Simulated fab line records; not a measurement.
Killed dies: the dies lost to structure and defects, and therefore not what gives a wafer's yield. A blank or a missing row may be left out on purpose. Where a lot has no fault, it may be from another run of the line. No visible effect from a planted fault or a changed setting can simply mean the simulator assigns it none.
Matching of chambers    flow n5Finfet    4 sister chambers for N5_FIN_SAQP_SPACER2_ALD_28 on aldSin-01
The step deposits SiO2, target thk 8.1 nm, pulse time 1 s, purge time 2 s. 4 wafers are shown with their chamber, then 8 later ones without.

WAFERS PAIRED WITH THEIR CHAMBERS
wafer   chamber  heaterPowerW (W)
L087.2  2        466
L087.3  0        474
L087.4  1        436
L091.2  3        531

WAFERS WITH NO CHAMBER GIVEN
wafer   heaterPowerW (W)
L091.4  472
L091.5  470
L092.1  517
L092.4  436
L092.6  433
L094.1  518
L094.2  462
L094.5  422

WHICH CHAMBER EACH WENT THROUGH
wafer   from the rows above      in truth
L091.4  can't be placed: 0 or 2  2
L091.5  can't be placed: 0 or 2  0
L092.1  3                        3
L092.4  1                        1
L092.6  1                        1
L094.1  3                        3
L094.2  can't be placed: 2 or 0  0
L094.5  1                        1
Placed correctly: 5 of 8. Cannot be placed on the basis of these rows: 3; the candidates contain the true chamber in 3. Wrongly placed: 0.
How it was worked out, from the rows above alone: a wafer's distance from a chamber is the root of the sum, over the readings, of the square of ((its reading less the chamber's mean) divided by the reading's scatter). If the next closest chamber is less than 2 further off than the closest, the wafer can't be placed; otherwise it belongs to the closest. For every chamber, the mean is computed from those of its wafers that are shown. The scatter: with one shown wafer a chamber, the root of the mean of the squares of how far each hidden wafer lies from its nearest shown one.
